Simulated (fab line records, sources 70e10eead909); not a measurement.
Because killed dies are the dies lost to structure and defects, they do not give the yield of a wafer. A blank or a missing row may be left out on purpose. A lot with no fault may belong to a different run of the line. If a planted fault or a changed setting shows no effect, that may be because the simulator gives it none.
fab line records | flow nand-harc
[record] lots = 6 | wafers = 18 | last-day = 24
route steps=1159 shown A_SOURCE_PLATE@418 A_ONON_D1@424 END@1159
lots untouched by any fault: they come from a run of this same line in which no faults occurred
start-h: start of the lot's first displayed wafer, in hours after the record's first day | wait-h: hours elapsed since this lot's preceding step | " the same as in the row above | L1.1+2: one row covering several wafers at once | - no value, or no start given | * or withheld: withheld | < > ~ a bound
route shown NAME@n: names a module that has steps shown in the file, with the first one's number in the route | usual: average and standard deviation across the fault-free wafers | same: alike in all rows | chamber/n: place in a boat | sites: the reading at each site | _std_site: standard deviation of those values | _edge_site: the outer-site mean with the inner-site mean subtracted | radius-mm: for every site, how far away it sits from the centre of the wafer | mask NAME#n: copy n | behind: the last tool/chamber to shape the wafer | hold: why the lot went on hold/how many hours it stayed there/how the hold came to an end | device: names the non-switching transistor (n, p or np) | end of line: tests of these same wafers at the route's end | a step with no rows: only its recipe | killed: not the wafer's yield, but the dies lost to structure and defects at the first sort | map: a wafer's dies, x killed, . not, _ none there
set.NAME: the run value of the setting; set.NAME@STEP: its run value at that earlier step | model.NAME: the simulator's own value behind a step, which no gauge read
lots seen at some steps along the route; tables by step, rows by wafer
services: from which hour (start-h, from the record's first day; less than 0 if before it) a tool's chamber was out of use, for how many hours, and why
[[steps]]
[step NHARC_A_SOURCE_PLATE_CVD_03]
[recipe] target-thk-a = 2000 | temp-c = 620 | pressure-mtorr = 200 | time-s = 4000 | material = poly-Si
[step NHARC_A_SOURCE_PLATE_ANNEAL_05]
[recipe] temp-c = 850 | time-s = 1800
[step NHARC_A_SOURCE_PLATE_THK_MEAS_06]
[recipe] thk-meas-gauge = ellipsometry
[usual] thk-nm = 200.0/2
lot.wafer | tool          | chamber | start-h | wait-h | thk-nm
L163.1    | film-metro-01 | -       | 170.86  | 0.4    | 199.6
L163.3    | "             | -       | "       | "      | 198.0
L163.6    | "             | -       | "       | "      | 199.4
L162.1    | film-metro-02 | -       | 170.86  | 0.4    | 200.1
L162.2    | "             | -       | "       | "      | 199.8
L162.4    | "             | -       | "       | "      | 196.5
L169.1    | film-metro-01 | -       | 203.54  | 0.4    | 198.9
L169.2    | "             | -       | "       | "      | 199.0
L169.5    | "             | -       | "       | "      | 198.9
L172.1    | film-metro-01 | -       | 220.47  | 0.4    | 199.7
L172.3    | "             | -       | "       | "      | 201.2
L172.5    | "             | -       | "       | "      | 198.9
L176.1    | film-metro-02 | -       | 247.65  | 0.4    | 201.6
L176.2    | "             | -       | "       | "      | 200.3
L176.5    | "             | -       | "       | "      | 200.1
L179.2    | film-metro-01 | -       | 257.47  | 0.4    | 203.8
L179.3    | "             | -       | "       | "      | 202.0
L179.6    | "             | -       | "       | "      | 200.7
[step NHARC_A_SOURCE_PLATE_INSPECT_08]
[usual] raw-defect-count = 55/20
lot.wafer | tool              | chamber | start-h | wait-h | raw-defect-count
L163.1    | defect-inspect-02 | -       | 170.92  | 0.0    | 37
L163.3    | "                 | -       | "       | "      | 47
L163.6    | "                 | -       | "       | "      | 44
L162.1    | defect-inspect-01 | -       | 170.93  | 0.0    | 30
L162.2    | "                 | -       | "       | "      | 58
L162.4    | "                 | -       | "       | "      | 27
L169.1    | defect-inspect-01 | -       | 203.60  | 0.0    | 64
L169.2    | "                 | -       | "       | "      | 82
L169.5    | "                 | -       | "       | "      | 65
L172.1    | defect-inspect-02 | -       | 220.53  | 0.0    | 63
L172.3    | "                 | -       | "       | "      | 55
L172.5    | "                 | -       | "       | "      | 46
L176.1    | defect-inspect-01 | -       | 247.72  | 0.0    | 50
L176.2    | "                 | -       | "       | "      | 57
L176.5    | "                 | -       | "       | "      | 42
L179.2    | defect-inspect-01 | -       | 257.58  | 0.0    | 39
L179.3    | "                 | -       | "       | "      | 46
L179.6    | "                 | -       | "       | "      | 24
[step NHARC_A_ONON_D1_DEP_00]
[recipe] target-thk-a = 10000 | n2-flow-sccm = 2750 | n2o-flow-sccm = 2000 | nh3-flow-sccm = 500 | sih4-flow-sccm = 210 | temp-c = 400
[step NHARC_A_ONON_D1_THK_MEAS_02]
[recipe] thk-meas-gauge = ellipsometry
[usual] thk-nm = 1004/8.2
lot.wafer | tool          | chamber | start-h | wait-h | thk-nm
L163.1    | film-metro-02 | -       | 171.50  | -      | 1010
L163.3    | "             | -       | "       | "      | 1010
L163.6    | "             | -       | "       | "      | 1010
L162.1    | film-metro-01 | -       | 171.50  | -      | 1005
L162.2    | "             | -       | "       | "      | 1005
L162.4    | "             | -       | "       | "      | 1005
L169.1    | film-metro-01 | -       | 204.18  | -      | 1003
L169.2    | "             | -       | "       | "      | 1006
L169.5    | "             | -       | "       | "      | 1003
L172.1    | film-metro-02 | -       | 221.11  | -      | 997
L172.3    | "             | -       | "       | "      | 995
L172.5    | "             | -       | "       | "      | 995
L176.1    | film-metro-01 | -       | 248.29  | -      | 996
L176.2    | "             | -       | "       | "      | 996
L176.5    | "             | -       | "       | "      | 998
L179.2    | film-metro-01 | -       | 258.17  | -      | 1004
L179.3    | "             | -       | "       | "      | 1006
L179.6    | "             | -       | "       | "      | 1005
[step NHARC_A_ONON_D1_DEP_03]
[recipe] target-thk-a = 10000 | n2-flow-sccm = 2750 | n2o-flow-sccm = 2000 | nh3-flow-sccm = 500 | sih4-flow-sccm = 210 | temp-c = 400
[step NHARC_A_ONON_D1_THK_MEAS_05]
[recipe] thk-meas-gauge = ellipsometry
[usual] thk-nm = 1000/9.1
lot.wafer | tool          | chamber | start-h | wait-h | thk-nm
L162.1    | film-metro-01 | -       | 172.06  | -      | 994
L162.2    | "             | -       | "       | "      | 992
L162.4    | "             | -       | "       | "      | 994
L163.1    | film-metro-02 | -       | 172.07  | -      | 1002
L163.3    | "             | -       | "       | "      | 1001
L163.6    | "             | -       | "       | "      | 999
L169.1    | film-metro-02 | -       | 204.74  | -      | 1017
L169.2    | "             | -       | "       | "      | 1017
L169.5    | "             | -       | "       | "      | 1017
L172.1    | film-metro-01 | -       | 221.68  | -      | 1004
L172.3    | "             | -       | "       | "      | 1006
L172.5    | "             | -       | "       | "      | 1004
L176.1    | film-metro-01 | -       | 248.86  | -      | 994
L176.2    | "             | -       | "       | "      | 992
L176.5    | "             | -       | "       | "      | 992
L179.2    | film-metro-01 | -       | 258.84  | -      | 1010
L179.3    | "             | -       | "       | "      | 1011
L179.6    | "             | -       | "       | "      | 1011
[step NHARC_A_ONON_D1_DEP_06]
[recipe] target-thk-a = 10000 | n2-flow-sccm = 2750 | n2o-flow-sccm = 2000 | nh3-flow-sccm = 500 | sih4-flow-sccm = 210 | temp-c = 400
[step NHARC_A_ONON_D1_THK_MEAS_08]
[recipe] thk-meas-gauge = ellipsometry
[usual] thk-nm = 999/11
lot.wafer | tool          | chamber | start-h | wait-h | thk-nm
L162.1    | film-metro-01 | -       | 172.63  | -      | 998
L162.2    | "             | -       | "       | "      | 998
L162.4    | "             | -       | "       | "      | 999
L163.1    | film-metro-02 | -       | 172.63  | -      | 1020
L163.3    | "             | -       | "       | "      | 1020
L163.6    | "             | -       | "       | "      | 1019
L169.1    | film-metro-01 | -       | 205.31  | -      | 1011
L169.2    | "             | -       | "       | "      | 1010
L169.5    | "             | -       | "       | "      | 1010
L172.1    | film-metro-02 | -       | 222.27  | -      | 996
L172.3    | "             | -       | "       | "      | 995
L172.5    | "             | -       | "       | "      | 995
L176.1    | film-metro-01 | -       | 249.43  | -      | 998
L176.2    | "             | -       | "       | "      | 997
L176.5    | "             | -       | "       | "      | 997
L179.2    | film-metro-01 | -       | 259.55  | -      | 995
L179.3    | "             | -       | "       | "      | 993
L179.6    | "             | -       | "       | "      | 993
[step NHARC_A_ONON_D1_DEP_09]
[recipe] target-thk-a = 10000 | n2-flow-sccm = 2750 | n2o-flow-sccm = 2000 | nh3-flow-sccm = 500 | sih4-flow-sccm = 210 | temp-c = 400
lot.wafer  | tool          | chamber | start-h | wait-h
L162.1+2+4 | pecvd-onon-02 | 0       | 172.68  | 0.1
L163.1+3+6 | pecvd-onon-01 | 0       | 172.69  | 0.1
L169.1+2+5 | pecvd-onon-02 | 0       | 205.36  | 0.1
L172.1+3+5 | pecvd-onon-02 | 0       | 222.32  | 0.1
L176.1+2+5 | pecvd-onon-01 | 0       | 249.48  | 0.1
L179.2+3+6 | pecvd-onon-01 | 0       | 259.67  | 0.1
[step NHARC_A_ONON_D1_THK_MEAS_11]
[recipe] thk-meas-gauge = ellipsometry
[usual] thk-nm = 999/11
lot.wafer | tool          | chamber | start-h | wait-h | thk-nm
L162.1    | film-metro-02 | -       | 173.19  | -      | 1012
L162.2    | "             | -       | "       | "      | 1012
L162.4    | "             | -       | "       | "      | 1013
L163.1    | film-metro-01 | -       | 173.20  | -      | 998
L163.3    | "             | -       | "       | "      | 996
L163.6    | "             | -       | "       | "      | 997
L169.1    | film-metro-02 | -       | 205.88  | -      | 703
L169.2    | "             | -       | "       | "      | 704
L169.5    | "             | -       | "       | "      | 703
L172.1    | film-metro-01 | -       | 222.84  | -      | 716
L172.3    | "             | -       | "       | "      | 716
L172.5    | "             | -       | "       | "      | 716
L176.1    | film-metro-01 | -       | 249.99  | -      | 1011
L176.2    | "             | -       | "       | "      | 1014
L176.5    | "             | -       | "       | "      | 1011
L179.2    | film-metro-01 | -       | 260.12  | -      | 999
L179.3    | "             | -       | "       | "      | 998
L179.6    | "             | -       | "       | "      | 999
[step NHARC_A_ONON_D1_DEP_12]
[recipe] target-thk-a = 10000 | n2-flow-sccm = 2750 | n2o-flow-sccm = 2000 | nh3-flow-sccm = 500 | sih4-flow-sccm = 210 | temp-c = 400
[step NHARC_END_SORT_01]
[recipe] temp-c = 25
[usual] killed-at-array = 29/11 | killed-at-other = 0.7/1.1 | killed-at-periphery = 3.1/2 | killed-dies = 33/11 | killed-open = 3.5/1.8 | killed-short = 2.0/1.4
[same] gross-dies = 677
lot.wafer | tool      | chamber | start-h | wait-h | killed-at-array | killed-at-other | killed-at-periphery | killed-dies | killed-open | killed-short
L163.1    | prober-02 | 0       | 484.00  | 2.5    | 26              | 1               | 0                   | 27          | 3           | 3
L163.3    | prober-02 | 0       | 485.62  | 3.1    | 41              | 0               | 3                   | 44          | 8           | 3
L163.6    | prober-02 | 0       | 488.05  | 4.0    | 36              | 0               | 5                   | 41          | 4           | 6
L169.1    | prober-01 | 0       | 495.78  | 2.5    | 673             | 0               | 4                   | 677         | 7           | 3
L169.2    | prober-01 | 0       | 496.57  | 2.8    | 673             | 1               | 3                   | 677         | 3           | 2
L169.5    | prober-01 | 0       | 498.94  | 3.7    | 675             | 0               | 2                   | 677         | 5           | 2
L172.1    | prober-02 | 0       | 507.51  | 2.5    | 671             | 0               | 6                   | 677         | 5           | 1
L172.3    | prober-02 | 0       | 509.13  | 3.1    | 674             | 1               | 2                   | 677         | 5           | 3
L172.5    | prober-02 | 0       | 510.74  | 3.7    | 674             | 0               | 3                   | 677         | 5           | 2
L176.1    | prober-01 | 0       | 538.78  | 2.5    | 29              | 0               | 0                   | 29          | 0           | 1
L176.2    | prober-01 | 0       | 539.59  | 2.8    | 34              | 2               | 1                   | 37          | 2           | 1
L176.5    | prober-01 | 0       | 542.01  | 3.7    | 22              | 1               | 1                   | 24          | 1           | 1
// killed by level:class
L163.1 A_CHANNEL_HOLE_D1:chamber-film-flake=9 A_SLIT:chamber-film-flake=8 A_CONTACT:chamber-film-flake=2 A_ONON_D1:geometric-particle:open=1 A_ONON_D1:geometric-particle:short=1 A_CHANNEL_FILL_D1:geometric-particle:open=1 A_SGD_CUT:geometric-particle:short=1 A_M0:geometric-particle:open=1
L163.3 A_CHANNEL_HOLE_D1:chamber-film-flake=15 A_SLIT:chamber-film-flake=9 A_CONTACT:chamber-film-flake=5 A_CONTACT:geometric-particle:open=3 A_BLC:geometric-particle:open=2 P_STI:chamber-film-flake=2 A_STAIRCASE:chamber-film-flake=2 P_M0:geometric-particle:short=1
L163.6 A_CHANNEL_HOLE_D1:chamber-film-flake=16 A_SLIT:chamber-film-flake=8 P_M0:geometric-particle:short=2 A_CONTACT:geometric-particle:open=2 P_STI:chamber-film-flake=2 A_CONTACT:chamber-film-flake=2 A_CHANNEL_HOLE_D1:geometric-particle:short=1 A_CHANNEL_HOLE_D1:geometric-particle:open=1
L169.1 A_ONON_D1:area-dep=643 A_CHANNEL_HOLE_D1:chamber-film-flake=17 A_CONTACT:chamber-film-flake=3 A_SGD_CUT:geometric-particle:short=2 A_BLC:geometric-particle:open=2 A_STAIRCASE:chamber-film-flake=2 P_GATE:geometric-particle:short=1 P_M0:geometric-particle:open=1
L169.2 A_ONON_D1:area-dep=651 A_CHANNEL_HOLE_D1:chamber-film-flake=11 A_CONTACT:chamber-film-flake=3 A_CHANNEL_FILL_D1:chamber-film-flake=2 P_M1:geometric-particle:short=1 A_CHANNEL_HOLE_D1:geometric-particle:open=1 A_CHANNEL_FILL_D1:geometric-particle:open=1 A_M0:geometric-particle:open=1
L169.5 A_ONON_D1:area-dep=647 A_CHANNEL_HOLE_D1:chamber-film-flake=13 A_STAIRCASE:chamber-film-flake=6 A_CONTACT:geometric-particle:open=3 P_CONTACT:geometric-particle:open=2 A_M0:chamber-film-flake=2 A_SOURCE_PLATE:geometric-particle:short=1 A_ONON_D1:geometric-particle:short=1
L172.1 A_ONON_D1:area-dep=642 A_CHANNEL_HOLE_D1:chamber-film-flake=16 P_GATE:chamber-film-flake=3 A_BONDPAD:chamber-film-flake=3 A_CONTACT:chamber-film-flake=2 P_CONTACT:geometric-particle:open=1 P_M1:geometric-particle:open=1 A_SOURCE_PLATE:geometric-particle:open=1
L172.3 A_ONON_D1:area-dep=637 A_CHANNEL_HOLE_D1:chamber-film-flake=16 A_WL_FILL:chamber-film-flake=5 A_BONDPAD:chamber-film-flake=4 A_STAIRCASE:chamber-film-flake=4 A_CHANNEL_FILL_D1:geometric-particle:open=2 A_CONTACT:chamber-film-flake=2 P_M2:geometric-particle:open=1
L172.5 A_ONON_D1:area-dep=649 A_CHANNEL_HOLE_D1:chamber-film-flake=9 P_GATE:chamber-film-flake=3 A_CONTACT:chamber-film-flake=3 A_CHANNEL_FILL_D1:geometric-particle:open=2 A_CONTACT:geometric-particle:open=2 A_STAIRCASE:chamber-film-flake=2 A_M0:chamber-film-flake=2
L176.1 A_SLIT:chamber-film-flake=17 A_STAIRCASE:chamber-film-flake=4 A_CONTACT:chamber-film-flake=4 A_CHANNEL_HOLE_D1:chamber-film-flake=3 A_CHANNEL_FILL_D1:geometric-particle:short=1
L176.2 A_SLIT:chamber-film-flake=16 A_CHANNEL_HOLE_D1:chamber-film-flake=9 A_STAIRCASE:chamber-film-flake=5 A_CONTACT:chamber-film-flake=2 THIN_TSV:chamber-film-flake=2 P_STI:geometric-particle:open=1 A_CONTACT:geometric-particle:open=1 A_M1:geometric-particle:short=1
L176.5 A_SLIT:chamber-film-flake=6 A_STAIRCASE:chamber-film-flake=6 A_CONTACT:chamber-film-flake=5 A_CHANNEL_HOLE_D1:chamber-film-flake=4 P_M2:geometric-particle:open=1 A_SGD_CUT:geometric-particle:short=1 THIN_TSV:chamber-film-flake=1
// map L169.1 (x killed, . not)
____________x____________
_________xxxxxxx_________
_______xxxxxxxxxxx_______
______xxxxxxxxxxxxx______
_____xxxxxxxxxxxxxxx_____
____xxxxxxxxxxxxxxxxx____
____xxxxxxxxxxxxxxxxx____
___xxxxxxxxxxxxxxxxxxx___
___xxxxxxxxxxxxxxxxxxx___
__xxxxxxxxxxxxxxxxxxxxx__
__xxxxxxxxxxxxxxxxxxxxx__
_xxxxxxxxxxxxxxxxxxxxxxx_
_xxxxxxxxxxxxxxxxxxxxxxx_
_xxxxxxxxxxxxxxxxxxxxxxx_
_xxxxxxxxxxxxxxxxxxxxxxx_
_xxxxxxxxxxxxxxxxxxxxxxx_
xxxxxxxxxxxxxxxxxxxxxxxxx
xxxxxxxxxxxxxxxxxxxxxxxxx
xxxxxxxxxxxxxxxxxxxxxxxxx
xxxxxxxxxxxxxxxxxxxxxxxxx
xxxxxxxxxxxxxxxxxxxxxxxxx
_xxxxxxxxxxxxxxxxxxxxxxx_
_xxxxxxxxxxxxxxxxxxxxxxx_
_xxxxxxxxxxxxxxxxxxxxxxx_
_xxxxxxxxxxxxxxxxxxxxxxx_
_xxxxxxxxxxxxxxxxxxxxxxx_
__xxxxxxxxxxxxxxxxxxxxx__
__xxxxxxxxxxxxxxxxxxxxx__
___xxxxxxxxxxxxxxxxxxx___
___xxxxxxxxxxxxxxxxxxx___
____xxxxxxxxxxxxxxxxx____
____xxxxxxxxxxxxxxxxx____
_____xxxxxxxxxxxxxxx_____
______xxxxxxxxxxxxx______
_______xxxxxxxxxxx_______
_________xxxxxxx_________
____________x____________
// map L172.1 (x killed, . not)
____________x____________
_________xxxxxxx_________
_______xxxxxxxxxxx_______
______xxxxxxxxxxxxx______
_____xxxxxxxxxxxxxxx_____
____xxxxxxxxxxxxxxxxx____
____xxxxxxxxxxxxxxxxx____
___xxxxxxxxxxxxxxxxxxx___
___xxxxxxxxxxxxxxxxxxx___
__xxxxxxxxxxxxxxxxxxxxx__
__xxxxxxxxxxxxxxxxxxxxx__
_xxxxxxxxxxxxxxxxxxxxxxx_
_xxxxxxxxxxxxxxxxxxxxxxx_
_xxxxxxxxxxxxxxxxxxxxxxx_
_xxxxxxxxxxxxxxxxxxxxxxx_
_xxxxxxxxxxxxxxxxxxxxxxx_
xxxxxxxxxxxxxxxxxxxxxxxxx
xxxxxxxxxxxxxxxxxxxxxxxxx
xxxxxxxxxxxxxxxxxxxxxxxxx
xxxxxxxxxxxxxxxxxxxxxxxxx
xxxxxxxxxxxxxxxxxxxxxxxxx
_xxxxxxxxxxxxxxxxxxxxxxx_
_xxxxxxxxxxxxxxxxxxxxxxx_
_xxxxxxxxxxxxxxxxxxxxxxx_
_xxxxxxxxxxxxxxxxxxxxxxx_
_xxxxxxxxxxxxxxxxxxxxxxx_
__xxxxxxxxxxxxxxxxxxxxx__
__xxxxxxxxxxxxxxxxxxxxx__
___xxxxxxxxxxxxxxxxxxx___
___xxxxxxxxxxxxxxxxxxx___
____xxxxxxxxxxxxxxxxx____
____xxxxxxxxxxxxxxxxx____
_____xxxxxxxxxxxxxxx_____
______xxxxxxxxxxxxx______
_______xxxxxxxxxxx_______
_________xxxxxxx_________
____________x____________
[[services]]
tool          | chamber | start-h | hours | kind
pecvd-onon-01 | -       | 195.00  | 13.0  | pm
pecvd-onon-01 | -       | 231.01  | 8.7   | repair
pecvd-onon-01 | -       | 241.36  | 5.8   | repair
[[key]]
[first-sign] step = NHARC_A_ONON_D1_THK_MEAS_11 | reading = thk-nm | direction = down | sigmas = 26 | usual = 999 | struck = 710
[effect] step = NHARC_END_SORT_01 | reading = killed-dies | direction = up | sigmas = 61 | usual = 33 | struck = 677
[more-kills-born-at] NHARC_A_ONON_D1_DEP_09@pecvd-onon-02 = 3869
met-at NHARC_A_ONON_D1_DEP_09
struck-wafers L169.1,L169.2,L169.5,L172.1,L172.3,L172.5
later-rows-left-out L169.1,L169.2,L169.5,L172.1,L172.3,L172.5
tester-left-out L169,L172
onset-between 172.68 205.36
[fault] kind = process-parameter-drift | tool = pecvd-onon-02 | chamber = - | onset-h = 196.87 | steps = NHARC_A_ONON_D1_DEP_09 | channel = target-thk-a | offset = * | shape = step | end-h = 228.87 | acts-in = * | stated = *
// tester-left-out: of these lots the tester's yield and bins aren't shown, on N5 and GAA mostly nor the transistor test; their killed dies are dies lost to structure and defects alone, not to doping, threshold or leakage, so they don't give the yield
// later-rows-left-out: the simulator's readings of these wafers behind a module that went badly wrong aren't trusted and aren't shown, but for the sort
